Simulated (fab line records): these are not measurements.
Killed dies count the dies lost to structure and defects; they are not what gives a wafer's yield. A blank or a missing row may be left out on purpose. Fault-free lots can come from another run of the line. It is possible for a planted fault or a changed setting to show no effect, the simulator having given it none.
One fault through the eyes of 2 desks / flow n5-finfet / each desk has only its own numbers; what lay behind them comes last

== TOOL OWNER'S DESK, pvd-sputter-03 ==
The tool's own readings at N5_BEOL_M1_HM_DEP_02 (deposits TiN, target thk 20 nm): means of the sampled wafers that have a number, for each lot that ran on this tool. If a lot's mean is further than 4 standard deviations from the usual mean, the lot is out of limits and carries the mark OUT (the distance appears in the brackets).
Columns: A = throttle-valve-pct at N5_BEOL_M1_HM_DEP_02, usual 30.0 %
lot=L691; first seen here=day 7 10:09; A=29.4
lot=L703; first seen here=day 10 08:43; A=29.4
lot=L706; first seen here=day 10 21:07; A=31.9
lot=L707; first seen here=day 11 13:55; A=30.7
This desk found nothing out of limits on any of the 4 lots.

== METROLOGY DESK ==
Lot by lot, what the gauges showed, no matter which tool ran the lot: averages of those sampled wafers that carry a number. If a lot's mean is further than 4 standard deviations from the usual mean, the lot is out of limits and carries the mark OUT (the distance appears in the brackets). Shown here are 7 of its 10 readings, the ones lying furthest out on some lot.
Columns: A = DIBL_N at N5_BEOL_M4_RC_MEAS_101, usual 35.9 mV/V; B = IOFF_N at N5_BEOL_M4_RC_MEAS_101, usual 0.160 nA/um; C = IOFF_P at N5_BEOL_M4_RC_MEAS_101, usual 0.21 nA/um; D = ION_P at N5_BEOL_M4_RC_MEAS_101, usual 461 uA/um; E = SS_N at N5_BEOL_M4_RC_MEAS_101, usual 71.4 mV/dec; F = VT_N at N5_BEOL_M4_RC_MEAS_101, usual 249.3 mV; G = VT_P at N5_BEOL_M4_RC_MEAS_101, usual -250 mV
lot=L691; first seen here=day 9 12:44; A=34.3; B=0.144; C=0.18; D=458; E=71.1; F=249.5; G=-254
lot=L703; first seen here=day 12 02:18; A=36.0; B=0.166; C=0.20; D=454; E=71.7; F=249.6; G=-251
lot=L706; first seen here=day 13 00:32; A=35.8; B=0.161; C=0.24; D=468; E=72.0; F=248.6; G=-246
lot=L708; first seen here=day 13 03:35; A=37.0; B=0.165; C=0.22; D=461; E=71.4; F=248.5; G=-250
lot=L707; first seen here=day 13 21:31; A=36.2; B=0.135; C=0.15; D=450; E=71.1; F=251.8; G=-257
This desk found nothing out of limits on any of the 5 lots.

== TAKEN TOGETHER ==
The tool owner's desk saw nothing out of limits.
Metrology desk: nothing out of limits seen.

== WHAT WAS PUT IN BY THE SIMULATOR ==
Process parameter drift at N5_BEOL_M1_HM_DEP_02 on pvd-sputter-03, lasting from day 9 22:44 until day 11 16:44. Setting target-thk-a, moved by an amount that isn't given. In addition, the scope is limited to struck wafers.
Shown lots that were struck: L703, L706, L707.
